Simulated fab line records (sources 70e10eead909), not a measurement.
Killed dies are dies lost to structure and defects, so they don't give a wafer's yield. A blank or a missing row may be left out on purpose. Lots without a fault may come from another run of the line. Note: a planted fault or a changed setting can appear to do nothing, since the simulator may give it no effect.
fab line records	flow nandHarc
record lots=6	wafers=18	lastDay=31
route steps=1302 shown A_CHANNEL_HOLE_D1@481 A_CHANNEL_FILL_D1@490 A_DECK1_JOINT@518 END@1302
lots untouched by any fault: they come from a run of this same line in which no faults occurred
startH: hours from the record's first day to the start of the lot's first wafer shown	waitH: how many hours have passed since the lot's step before this one	" identical to the entry in the row above	L1.1+2: one row covering several wafers at once	- no value present, or no start provided	* or withheld: withheld	< > ~ a bound
route shown NAME@n: NAME is a module with steps in the file, n the number in the route of the first one	usual: mean and standard deviation over wafers with no fault	same: alike in all rows	chamber/n: place in a boat	sites: the reading at each site	_std_site: standard deviation across them	_edge_site: outer sites' mean less inner sites'	radiusMm: how far each site lies from the wafer's centre	mask NAME#n: copy n	behind: the last tool/chamber to shape the wafer	hold: why the lot went on hold/how many hours it stayed there/how the hold came to an end	device: transistor that didn't switch, given as n, p or np	end of line: tests run on the same wafers once the route is complete	a step without rows: its recipe alone	killed: at the first sort, the dies lost to defects and structure; wafer yield is something else	map: shows each die of a wafer: x if killed, . if not, _ if none is there
set.NAME: the setting that was run; set.NAME@STEP: the one run at that earlier step	model.NAME: the simulator's own value behind a step, which no gauge read
lots at some steps of the route; a table a step, a row a wafer
services: the hour from which a tool's chamber was out of use, counted from the record's first day as startH (under 0 if before that day), plus the number of hours and why
## steps
# step NHARC_A_CHANNEL_HOLE_D1_STRIP_42
# recipe cf4FlowSccm=100	chf3FlowSccm=30	arFlowSccm=0	biasW=0	chemistry=CF4/CHF3
# step NHARC_A_CHANNEL_HOLE_D1_STRIP_43
# recipe o2FlowSccm=400	cosFlowSccm=20	arFlowSccm=0	biasW=0	chemistry=O2/COS
# step NHARC_A_CHANNEL_HOLE_D1_ETCH_44
# recipe targetDepthA=1400	overetchA=140	timeS=77	ionEnergyEv=100	cf4FlowSccm=80	o2FlowSccm=20	arFlowSccm=0	rfW=300	biasW=100	chemistry=CF4/O2
# usual drypumpMotorCurrentA=5.7/0.6	oesProductAu=1.002/0.0062	rfVppV=197.1/1.2	showerheadPlenumPTorr=1.30/0.043	throttleValvePct=13.397/0.0088
lot.wafer	tool	chamber	startH	waitH	drypumpMotorCurrentA	oesProductAu	rfHoursCounterH	rfVppV	showerheadPlenumPTorr	throttleValvePct
L793.4	rieDiel-12	1	185.74	0.1	6.6	1.002	8	199.3	1.33	13.404
L793.1	"	3	"	"	5.1	1.000	8	195.9	1.25	13.399
L793.5	"	1	"	"	6.6	1.000	-	196.9	1.33	13.402
L796.1	rieDiel-12	1	217.94	0.0	6.6	1.003	10	197.2	1.33	13.403
L796.2	"	3	"	"	5.1	1.003	10	196.0	1.25	13.416
L796.5	"	1	"	"	6.6	1.005	-	196.0	1.33	13.400
L804.4	rieDiel-12	1	301.39	0.1	6.5	1.002	1	199.6	1.32	13.399
L804.1	"	2	"	"	5.2	0.996	1	194.8	1.28	13.406
L804.5	"	1	"	"	6.5	1.002	-	198.3	1.32	13.408
L805.1	rieDiel-12	3	305.51	0.1	5.1	0.994	1	196.1	1.24	13.399
L805.2	"	0	"	"	6.0	1.015	1	198.0	1.30	13.394
L805.6	"	2	"	"	5.2	0.999	-	197.5	1.28	13.382
L807.2	rieDiel-12	3	332.90	0.1	5.1	0.988	4	196.0	1.24	13.397
L807.3	"	2	"	"	5.2	0.984	4	196.1	1.28	13.393
L807.6	"	3	"	"	5.1	0.996	-	195.8	1.24	13.396
L808.4	rieDiel-10	2	333.94	0.1	5.9	0.999	-	195.7	1.26	13.404
L808.6	"	0	"	"	6.2	1.003	-	197.4	1.34	13.399
L808.5	"	1	"	"	5.2	1.004	-	197.2	1.29	13.407
# step NHARC_A_CHANNEL_HOLE_D1_STRIP_27
# recipe o2FlowSccm=500	arFlowSccm=0	biasW=0	chemistry=O2
# step NHARC_A_CHANNEL_HOLE_D1_PRECLEAN_28
# recipe timeS=*	tempC=50	bathAgeMin=0	chemistry=SC1
# step NHARC_A_CHANNEL_HOLE_D1_SRD_29
# step NHARC_A_CHANNEL_HOLE_D1_CD_MEAS_30
# usual cdNm=90.0/0.87
lot.wafer	tool	chamber	startH	waitH	cdNm
L793.1	cdSem-02	-	186.52	-	90.0
L793.4	"	-	"	"	90.2
L793.5	"	-	"	"	90.0
L796.1	cdSem-02	-	218.75	-	90.2
L796.2	"	-	"	"	89.5
L796.5	"	-	"	"	91.5
L804.1	cdSem-03	-	302.62	-	88.3
L804.4	"	-	"	"	88.6
L804.5	"	-	"	"	89.4
L805.1	cdSem-02	-	306.30	-	89.4
L805.2	"	-	"	"	89.6
L805.6	"	-	"	"	90.2
L807.2	cdSem-03	-	333.71	-	90.2
L807.3	"	-	"	"	90.0
L807.6	"	-	"	"	90.4
L808.4	cdSem-03	-	334.85	-	90.1
L808.5	"	-	"	"	90.0
L808.6	"	-	"	"	89.2
# step NHARC_A_CHANNEL_HOLE_D1_XSEM_31
# recipe landingEnergyEv=35000
# step NHARC_A_CHANNEL_HOLE_D1_INSPECT_40
# usual rawDefectCount=71/23
lot.wafer	tool	chamber	startH	waitH	rawDefectCount
L793.1	defectInspect-01	-	186.70	-	105
L793.4	"	-	"	"	76
L793.5	"	-	"	"	82
L796.1	defectInspect-02	-	218.93	-	37
L796.2	"	-	"	"	55
L796.5	"	-	"	"	34
L804.1	defectInspect-01	-	302.81	-	59
L804.4	"	-	"	"	74
L804.5	"	-	"	"	76
L805.1	defectInspect-02	-	306.49	-	71
L805.2	"	-	"	"	92
L805.6	"	-	"	"	73
L807.2	defectInspect-02	-	333.90	-	93
L807.3	"	-	"	"	86
L807.6	"	-	"	"	95
L808.4	defectInspect-02	-	335.03	-	73
L808.5	"	-	"	"	40
L808.6	"	-	"	"	51
# step NHARC_A_CHANNEL_FILL_D1_PRECLEAN_00
# recipe timeS=*	tempC=50	bathAgeMin=0	chemistry=SC1
# step NHARC_A_CHANNEL_FILL_D1_SRD_01
# step NHARC_A_CHANNEL_FILL_D1_ALD_02
# recipe targetThkA=60	pulseTimeS=10	aldCycles=60	tempC=300	material=SiO2
# usual heaterPowerW=466/38	precursorPulseHeightRel=1.000/0.022
lot.wafer	tool	chamber	startH	waitH	heaterPowerW	precursorPulseHeightRel
L793.1	aldHk-04	3	186.97	-	464	1.024
L793.4	"	0	"	"	507	0.993
L793.5	"	3	"	"	462	1.003
L796.1	aldHk-02	0	219.24	0.2	502	1.004
L796.2	"	2	"	"	508	0.979
L796.5	"	3	"	"	443	0.961
L804.1	aldHk-04	2	304.03	-	434	1.006
L804.4	"	1	"	"	402	1.001
L804.5	"	2	"	"	435	1.023
L805.2	aldHk-03	0	307.02	-	446	0.980
L805.1	"	2	"	"	506	1.020
L805.6	"	0	"	"	440	1.001
L807.3	aldHk-03	0	334.17	-	460	1.011
L807.2	"	2	"	"	505	1.016
L807.6	"	3	"	"	423	0.990
L808.4	aldHk-03	1	335.29	-	508	0.953
L808.6	"	0	"	"	446	0.996
L808.5	"	1	"	"	517	1.005
# step NHARC_A_CHANNEL_FILL_D1_ALD_03
# recipe targetThkA=60	pulseTimeS=60	aldCycles=58	tempC=630	pressureTorr=2	material=SiNx
# usual precursorPulseHeightRel=1.001/0.02
lot.wafer	tool	chamber	startH	waitH	precursorPulseHeightRel
L793.1	aldSinBatch-01	0	190.34	-	0.997
L793.4	"	0	"	"	0.993
L793.5	"	0	"	"	0.994
L796.1	aldSinBatch-02	0	220.45	-	0.977
L796.2	"	0	"	"	1.007
L796.5	"	0	"	"	0.965
L804.1	aldSinBatch-01	0	307.48	-	1.011
L804.4	"	0	"	"	1.023
L804.5	"	0	"	"	0.979
L805.1	aldSinBatch-03	0	310.58	-	1.007
L805.2	"	0	"	"	1.007
L805.6	"	0	"	"	1.011
L807.2	aldSinBatch-01	0	337.54	-	0.990
L807.3	"	0	"	"	1.003
L807.6	"	0	"	"	1.002
L808.4	aldSinBatch-01	0	337.54	-	0.999
L808.5	"	0	"	"	0.994
L808.6	"	0	"	"	0.987
# step NHARC_A_CHANNEL_FILL_D1_ALD_14
# recipe targetThkA=25	pulseTimeS=10	aldCycles=25	tempC=300	material=SiO2
# step NHARC_A_CHANNEL_FILL_D1_ALD_15
# recipe targetThkA=20	pulseTimeS=60	aldCycles=19	tempC=630	pressureTorr=2	material=SiNx
# step NHARC_A_CHANNEL_FILL_D1_ALD_16
# recipe targetThkA=15	pulseTimeS=10	aldCycles=15	tempC=300	material=SiO2
# usual heaterPowerW=469/38	precursorPulseHeightRel=0.999/0.02
lot.wafer	tool	chamber	startH	waitH	heaterPowerW	precursorPulseHeightRel
L793.4	aldHk-03	3	199.11	0.0	434	0.980
L793.1	"	1	"	"	497	1.026
L793.5	"	0	"	"	450	0.976
L796.2	aldHk-02	1	229.19	0.1	457	1.017
L796.1	"	2	"	"	528	0.985
L796.5	"	1	"	"	450	1.013
L804.1	aldHk-04	2	316.21	0.1	441	1.005
L804.4	"	3	"	"	468	0.981
L804.5	"	1	"	"	404	1.007
L805.2	aldHk-04	2	319.27	0.0	433	0.971
L805.1	"	3	"	"	447	0.984
L805.6	"	2	"	"	428	1.006
L807.3	aldHk-03	1	346.32	0.1	502	1.007
L807.2	"	2	"	"	514	1.050
L807.6	"	0	"	"	445	0.953
L808.4	aldHk-02	3	346.40	0.1	445	1.012
L808.5	"	1	"	"	461	1.016
L808.6	"	2	"	"	526	0.983
# step NHARC_A_CHANNEL_FILL_D1_ANNEAL_17
# recipe tempC=850	timeS=1800
# step NHARC_A_CHANNEL_FILL_D1_CVD_18
# recipe targetThkA=30	tempC=550	material=poly-Si
# step NHARC_A_CHANNEL_FILL_D1_ETCHBACK_19
# recipe targetDepthA=50	timeS=1.7	hbrFlowSccm=150	cl2FlowSccm=50	rfW=400	icpW=400	biasW=100	chemistry=HBr/Cl2
# usual drypumpMotorCurrentA=5.7/0.5	heBacksideLeakSccm=2.66/0.22	oesProductAu=1.001/0.0089	throttleValvePct=26.406/0.0096
lot.wafer	tool	chamber	startH	waitH	drypumpMotorCurrentA	heBacksideLeakSccm	oesProductAu	rfHoursCounterH	throttleValvePct
L793.1	rieSi-02	3	212.96	0.4	6.2	2.93	0.996	0.64	26.396
L793.4	"	1	"	"	5.9	2.84	1.001	0.53	26.399
L793.5	"	3	"	"	6.2	2.77	0.995	-	26.413
L796.1	rieSi-06	2	241.78	0.4	5.9	2.68	0.998	1.01	26.392
L796.2	"	0	"	"	6.4	2.52	1.005	0.94	26.393
L796.5	"	1	"	"	5.6	2.43	0.996	-	26.391
L804.4	rieSi-05	1	328.11	0.4	4.9	2.91	1.012	0.08	26.415
L804.1	"	2	"	"	5.0	2.50	0.999	0.04	26.407
L804.5	"	1	"	"	4.9	2.82	1.014	-	26.418
L805.2	rieSi-06	3	331.90	0.4	6.5	3.05	0.991	0.34	26.382
L805.1	"	2	"	"	5.9	2.67	0.996	0.29	26.399
L805.6	"	0	"	"	6.4	2.53	1.001	-	26.399
L808.4	rieSi-02	0	358.10	0.4	5.0	2.46	1.006	0.47	26.404
L808.6	"	2	"	"	5.7	2.76	0.993	-	26.405
L808.5	"	3	"	"	6.3	2.73	1.012	-	26.402
L807.3	rieSi-06	0	358.11	0.4	6.4	2.49	1.007	0.62	26.395
L807.2	"	1	"	"	5.6	2.33	1.006	0.49	26.391
L807.6	"	3	"	"	6.5	2.68	0.999	-	26.423
# step NHARC_A_CHANNEL_FILL_D1_ETCHBACK_20
# recipe targetDepthA=270	timeS=13.5	c4f8FlowSccm=withheld	o2FlowSccm=8	arFlowSccm=withheld	rfW=600	biasW=1500	chemistry=C4F8/O2/Ar
# step NHARC_A_CHANNEL_FILL_D1_STRIP_28
# recipe timeS=20	o2FlowSccm=500	arFlowSccm=0	biasW=0	chemistry=O2
# step NHARC_A_CHANNEL_FILL_D1_PRECLEAN_21
# recipe timeS=30	chemistry=dHF
# step NHARC_A_CHANNEL_FILL_D1_SRD_23
# step NHARC_A_CHANNEL_FILL_D1_CVD_05
# recipe targetThkA=50	tempC=550	material=poly-Si
# step NHARC_A_CHANNEL_FILL_D1_ANNEAL_22
# recipe tempC=620	timeS=7200
# step NHARC_A_CHANNEL_FILL_D1_ALD_25
# recipe targetThkA=600	pulseTimeS=10	aldCycles=600	tempC=300	material=SiOx
# step NHARC_A_CHANNEL_FILL_D1_ETCHBACK_08
# recipe targetDepthA=2200	timeS=110	c4f8FlowSccm=20	arFlowSccm=withheld	rfW=600	biasW=300	chemistry=C4F8
# step NHARC_A_CHANNEL_FILL_D1_STRIP_29
# recipe timeS=20	o2FlowSccm=500	arFlowSccm=0	biasW=0	chemistry=O2
# step NHARC_A_CHANNEL_FILL_D1_PRECLEAN_30
# recipe timeS=30	chemistry=dHF
# step NHARC_A_CHANNEL_FILL_D1_SRD_31
# step NHARC_A_CHANNEL_FILL_D1_CVD_09
# recipe targetThkA=1500	tempC=620	pressureMtorr=200	timeS=3000	material=poly-Si
# step NHARC_A_CHANNEL_FILL_D1_CMP_10
# recipe targetThkNm=150
# step NHARC_A_CHANNEL_FILL_D1_SRD_12
# step NHARC_A_DECK1_JOINT_ETCHBACK_07
# recipe targetDepthA=1050	timeS=26.9	hbrFlowSccm=150	rfW=350	icpW=350	biasW=60	chemistry=HBr
# usual drypumpMotorCurrentA=5.7/0.35	heBacksideLeakSccm=2.7/0.33	oesProductAu=1.000/0.0083	throttleValvePct=23.265/0.0084
lot.wafer	tool	chamber	startH	waitH	hold	drypumpMotorCurrentA	heBacksideLeakSccm	oesProductAu	rfHoursCounterH	throttleValvePct
L793.1	rieSi-04	2	236.64	0.1	-	5.9	2.4	1.007	0.4	23.249
L793.4	"	1	"	"	-	6.1	2.9	1.000	0.6	23.282
L793.5	"	3	"	"	-	6.0	2.8	0.996	-	23.249
L796.1	rieSi-03	1	265.64	0.1	-	5.6	2.5	0.995	0.1	23.266
L796.2	"	2	"	"	-	5.7	2.9	1.001	0.1	23.259
L796.5	"	3	"	"	-	5.6	3.1	0.999	-	23.252
L804.4	rieSi-04	3	351.90	0.1	-	6.0	3.0	1.008	0	23.256
L804.1	"	0	"	"	-	5.1	2.3	1.015	0	23.275
L804.5	"	2	"	"	-	5.8	2.3	1.020	-	23.263
L805.1	rieSi-03	3	357.12	0.1	-	5.6	3.0	1.009	0.8	23.248
L805.2	"	2	"	"	-	5.6	2.8	1.000	0.7	23.279
L805.6	"	3	"	"	-	5.6	3.1	1.003	-	23.271
L808.4	rieSi-01	1	385.04	3.0	awaitDispo/2.9h/release	5.3	2.8	0.990	0	23.273
L808.6	"	2	"	"	awaitDispo/2.9h/release	5.5	2.4	0.993	-	23.268
L808.5	"	3	"	"	awaitDispo/2.9h/release	6.5	2.7	1.000	-	23.263
L807.2	rieSi-03	0	387.32	5.3	awaitDispo/5.2h/release	5.6	2.4	0.996	1.0	23.267
L807.3	"	1	"	"	awaitDispo/5.2h/release	5.6	2.6	0.996	0.8	23.259
L807.6	"	0	"	"	awaitDispo/5.2h/release	5.6	3.0	0.987	-	23.273
# step NHARC_END_SORT_01
# recipe tempC=25
# usual killedAtArray=44/16	killedAtOther=0.6/1.1	killedAtPeriphery=3.9/2.6	killedDies=48/16	killedOpen=3.1/1.9	killedShort=2.4/1.8
# same grossDies=677
lot.wafer	tool	chamber	startH	waitH	killedAtArray	killedAtOther	killedAtPeriphery	killedDies	killedOpen	killedShort
L793.1	prober-02	0	565.88	2.5	34	1	2	37	3	0
L793.4	prober-02	0	568.29	3.4	39	2	3	44	2	5
L793.5	prober-02	0	569.10	3.7	33	2	2	37	4	1
L796.1	prober-02	0	583.78	2.5	16	0	0	16	1	1
L796.2	prober-02	0	584.58	2.8	15	0	1	16	4	1
L796.5	prober-02	0	587.00	3.7	29	0	3	32	2	3
L804.1	prober-02	0	667.87	2.5	51	3	3	57	3	6
L804.4	prober-02	0	670.27	3.4	42	2	2	46	2	1
L804.5	prober-02	0	671.07	3.7	40	0	5	45	3	4
L805.1	prober-01	0	667.87	2.5	25	0	2	27	2	5
L805.2	prober-01	0	668.67	2.8	32	0	2	34	4	6
L805.6	prober-01	0	671.86	4.0	27	1	1	29	7	3
L808.4	prober-01	0	706.52	3.4	118	2	6	126	7	2
L808.5	prober-01	0	707.32	3.7	105	0	3	108	1	1
L808.6	prober-01	0	708.13	4.0	111	3	11	125	3	3
L807.2	prober-02	0	742.75	2.8	134	0	3	137	2	2
L807.3	prober-02	0	743.56	3.1	135	1	5	141	0	3
L807.6	prober-02	0	745.97	4.0	144	0	3	147	0	2
# killed by level:class
L793.1 A_CHANNEL_HOLE_D1:chamberFilmFlake=17 A_STAIRCASE:chamberFilmFlake=5 A_CHANNEL_HOLE_D2:chamberFilmFlake=5 A_CONTACT:chamberFilmFlake=3 A_CHANNEL_FILL_D1:geometricParticle:open=1 A_DECK1_JOINT:geometricParticle:open=1 A_M0:geometricParticle:open=1 P_STI:chamberFilmFlake=1
L793.4 A_CHANNEL_HOLE_D1:chamberFilmFlake=18 A_STAIRCASE:chamberFilmFlake=8 A_CHANNEL_HOLE_D2:chamberFilmFlake=5 THIN_TSV:chamberFilmFlake=2 P_GATE:geometricParticle:short=1 A_ONON_D1:geometricParticle:short=1 A_DECK1_JOINT:geometricParticle:short=1 A_WL_FILL:geometricParticle:short=1
L793.5 A_CHANNEL_HOLE_D1:chamberFilmFlake=16 A_STAIRCASE:chamberFilmFlake=8 A_CONTACT:chamberFilmFlake=2 THIN_TSV:chamberFilmFlake=2 A_SOURCE_PLATE:geometricParticle:open=1 A_CHANNEL_FILL_D1:geometricParticle:short=1 A_SGD_CUT:geometricParticle:open=1 A_BLC:geometricParticle:open=1
L796.1 A_CHANNEL_HOLE_D2:chamberFilmFlake=7 A_CONTACT:chamberFilmFlake=4 A_CHANNEL_HOLE_D2:geometricParticle:open=1 A_WL_FILL:geometricParticle:short=1 A_CHANNEL_FILL_D1:chamberFilmFlake=1 A_WL_FILL:chamberFilmFlake=1 A_CONTACT:unspecified=1
L796.2 A_CHANNEL_HOLE_D2:chamberFilmFlake=6 A_CONTACT:geometricParticle:open=2 A_CONTACT:chamberFilmFlake=2 P_CONTACT:geometricParticle:open=1 A_ONON_D1:geometricParticle:open=1 A_CHANNEL_FILL_D1:geometricParticle:short=1 A_CHANNEL_HOLE_D1:chamberFilmFlake=1 A_CHANNEL_FILL_D2:chamberFilmFlake=1
L796.5 A_CHANNEL_HOLE_D2:chamberFilmFlake=9 A_CHANNEL_FILL_D1:chamberFilmFlake=4 A_CONTACT:unspecified=4 A_CONTACT:chamberFilmFlake=4 A_CHANNEL_HOLE_D1:chamberFilmFlake=3 P_GATE:geometricParticle:short=1 P_M1:geometricParticle:open=1 A_CHANNEL_FILL_D1:geometricParticle:open=1
L804.1 A_SLIT:chamberFilmFlake=19 A_CHANNEL_HOLE_D2:chamberFilmFlake=11 A_STAIRCASE:chamberFilmFlake=5 A_WL_FILL:chamberFilmFlake=5 THIN_TSV:chamberFilmFlake=3 P_CONTACT:geometricParticle:short=2 A_ONON_D1:geometricParticle:short=2 A_CHANNEL_FILL_D2:geometricParticle:open=2
L805.1 A_CHANNEL_HOLE_D1:chamberFilmFlake=6 A_CONTACT:chamberFilmFlake=4 A_SLIT:chamberFilmFlake=3 A_ZERO_WELL:chamberFilmFlake=2 A_STAIRCASE:chamberFilmFlake=2 A_WL_FILL:chamberFilmFlake=2 P_M0:geometricParticle:short=1 P_M1:geometricParticle:short=1
L805.2 A_CHANNEL_HOLE_D1:chamberFilmFlake=8 A_STAIRCASE:chamberFilmFlake=5 A_ONON_D1:geometricParticle:short=3 A_SLIT:chamberFilmFlake=3 A_CHANNEL_FILL_D1:chamberFilmFlake=2 A_WL_FILL:chamberFilmFlake=2 A_CONTACT:chamberFilmFlake=2 P_CONTACT:geometricParticle:open=1
L804.4 A_SLIT:chamberFilmFlake=14 A_CHANNEL_HOLE_D2:chamberFilmFlake=10 A_STAIRCASE:chamberFilmFlake=7 A_CHANNEL_HOLE_D1:chamberFilmFlake=3 A_CONTACT:chamberFilmFlake=3 THIN_TSV:chamberFilmFlake=2 A_ONON_D2:geometricParticle:open=1 A_CHANNEL_FILL_D2:geometricParticle:short=1
L804.5 A_CHANNEL_HOLE_D2:chamberFilmFlake=11 A_SLIT:chamberFilmFlake=11 A_STAIRCASE:chamberFilmFlake=6 A_CONTACT:chamberFilmFlake=4 A_SOURCE_PLATE:geometricParticle:short=2 P_ZERO_WELL:chamberFilmFlake=2 P_GATE:geometricParticle:open=1 P_M0:geometricParticle:open=1
L805.6 A_CHANNEL_FILL_D1:chamberFilmFlake=5 A_ONON_D1:geometricParticle:open=4 A_CONTACT:chamberFilmFlake=4 A_CHANNEL_HOLE_D1:chamberFilmFlake=3 A_STAIRCASE:chamberFilmFlake=3 A_WL_FILL:chamberFilmFlake=2 A_CHANNEL_FILL_D1:geometricParticle:short=1 A_CHANNEL_FILL_D1:geometricParticle:open=1
L808.4 A_CHANNEL_FILL_D1:unspecified=82 A_SLIT:chamberFilmFlake=15 A_CHANNEL_HOLE_D1:chamberFilmFlake=7 P_CONTACT:chamberFilmFlake=5 A_M0:geometricParticle:open=3 A_CONTACT:chamberFilmFlake=3 A_ONON_D1:geometricParticle:open=2 THIN_TSV:chamberFilmFlake=2
L808.5 A_CHANNEL_FILL_D1:unspecified=79 A_SLIT:chamberFilmFlake=16 P_GATE:chamberFilmFlake=2 A_CHANNEL_HOLE_D1:chamberFilmFlake=2 A_CHANNEL_FILL_D2:chamberFilmFlake=2 A_STAIRCASE:chamberFilmFlake=2 A_CHANNEL_HOLE_D1:geometricParticle:open=1 A_DECK1_JOINT:geometricParticle:short=1
L808.6 A_CHANNEL_FILL_D1:unspecified=82 A_SLIT:chamberFilmFlake=18 P_CONTACT:chamberFilmFlake=7 P_ZERO_WELL:chamberFilmFlake=3 A_CHANNEL_HOLE_D1:chamberFilmFlake=3 THIN_TSV:chamberFilmFlake=3 A_ONON_D2:geometricParticle:open=2 A_CHANNEL_FILL_D2:geometricParticle:short=1
L807.2 A_CHANNEL_FILL_D1:unspecified=80 A_CHANNEL_HOLE_D1:chamberFilmFlake=20 A_SLIT:chamberFilmFlake=14 A_CHANNEL_HOLE_D2:chamberFilmFlake=11 A_CONTACT:chamberFilmFlake=3 A_WL_FILL:geometricParticle:short=2 P_GATE:chamberFilmFlake=2 A_DECK1_JOINT:unspecified=2
L807.3 A_CHANNEL_FILL_D1:unspecified=83 A_SLIT:chamberFilmFlake=23 A_CHANNEL_HOLE_D1:chamberFilmFlake=18 A_CONTACT:chamberFilmFlake=5 A_CHANNEL_HOLE_D2:chamberFilmFlake=3 P_STI:chamberFilmFlake=2 P_GATE:chamberFilmFlake=2 P_STI:geometricParticle:short=1
L807.6 A_CHANNEL_FILL_D1:unspecified=73 A_CHANNEL_HOLE_D1:chamberFilmFlake=35 A_SLIT:chamberFilmFlake=18 A_CHANNEL_HOLE_D2:chamberFilmFlake=6 A_DECK1_JOINT:unspecified=5 P_GATE:chamberFilmFlake=3 A_CONTACT:chamberFilmFlake=3 A_STAIRCASE:chamberFilmFlake=1
# map L807.6 (x killed, . not)
____________.____________
_________......._________
_______..........._______
______.............______
_____..............._____
____.................____
____.................____
___...................___
___...................___
__..................x..__
__.....x...............__
_...x..................._
_.....x...............x._
_......xx..............._
_..x.x.x..........x....._
_...xxxxx..............._
..x...xx.x.....x.........
..x.xxxxxx......x........
......xxxxx.xx...........
...x.xxxxxxx.............
......x.x................
_....xxx....x..........._
_..xxxxxxx.............._
_..xxxxxx..............._
_..xxxxxxx...x.........._
_.xxxxxxxx....x........._
__xxxxxxxx.............__
__.xxxxxxx.......x.....__
___xxxxxxx............___
___xxxxxxx.......x....___
____xxxxx............____
____xxxxxx......x....____
_____x.x...x.xx.x..._____
______...xxxx......______
_______x.xxxxx.x.._______
_________xxxxxx._________
____________x____________
# map L808.4 (x killed, . not)
____________.____________
_________....x.._________
_______..........._______
______.............______
_____..............._____
____.................____
____.................____
___...................___
___...................___
__.....x...............__
__.....................__
_........x.............._
_..........x............_
_..........x............_
_..........x............_
_......................._
.........................
.........................
............x............
.......x..x....x.........
.......x...x.............
_x.xx....x..x..........._
_.xxxxxxx....x.........._
_..xxxxxxx.xx....x...x.._
_..xxxxxxxx..x.........._
_.xxxxxxxx............x._
__xxxxxxxx.............__
__xxxxxxxx.........x...__
___xxxxxxxxx..........___
___xxxxxxx.x..........___
____xxxxxxxxx........____
____xxxx.............____
_____xxxx...xx..x..._____
______...xx.xxx....______
_______xxxxxxxx..._______
_________.xxxx.._________
____________x____________
## services
tool	chamber	startH	hours	kind
rieSi-06	0	162.32	2.2	repair
aldHk-03	-	164.01	3.1	repair
rieSi-04	-	165.00	9.0	pm
rieSi-03	0	165.12	8.1	repair
aldHk-02	-	171.63	10.0	pm
rieSi-02	2	181.20	1.5	repair
aldHk-03	-	213.20	10.0	pm
rieDiel-12	1	219.83	6.2	repair
rieSi-03	-	221.00	9.0	pm
rieDiel-12	2	231.31	7.1	repair
rieDiel-12	3	232.37	7.8	repair
rieDiel-12	1	237.71	3.6	repair
rieSi-04	3	239.99	2.3	repair
rieSi-06	-	249.00	9.0	pm
aldHk-04	-	255.82	10.0	pm
rieDiel-12	-	268.40	9.0	pm
rieSi-02	-	277.00	9.0	pm
rieSi-03	-	327.16	0.3	repair
aldHk-04	-	332.75	0.2	repair
rieDiel-12	1	333.23	5.4	repair
rieSi-06	-	333.95	0.3	repair
aldHk-02	-	349.63	10.0	pm
rieSi-03	2	360.80	3.5	repair
rieDiel-12	1	383.32	3.0	repair
## key
firstSign step=NHARC_END_SORT_01	reading=killedAtArray	direction=up	sigmas=5.1	usual=44	struck=124
effect step=NHARC_END_SORT_01	reading=killedDies	direction=up	sigmas=5.1	usual=48	struck=131
moreKillsBornAt NHARC_A_CHANNEL_FILL_D1_ALD_03@aldSinBatch-01=479
metAt NHARC_A_CHANNEL_FILL_D1_ALD_03
struckWafers L807.2,L807.3,L807.6,L808.4,L808.5,L808.6
testerLeftOut L807,L808
onsetBetween 307.48 337.54
alsoFits time
fault kind=chamberParticleSource	tool=aldSinBatch-01	chamber=-	onsetH=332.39	steps=NHARC_A_CHANNEL_FILL_D1_ALD_03	ratePerVisitCm2=0.93251	endH=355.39
# testerLeftOut: of these lots the tester's yield and bins aren't shown, on N5 and GAA mostly nor the transistor test; their killed dies are dies lost to structure and defects alone, not to doping, threshold or leakage, so they don't give the yield
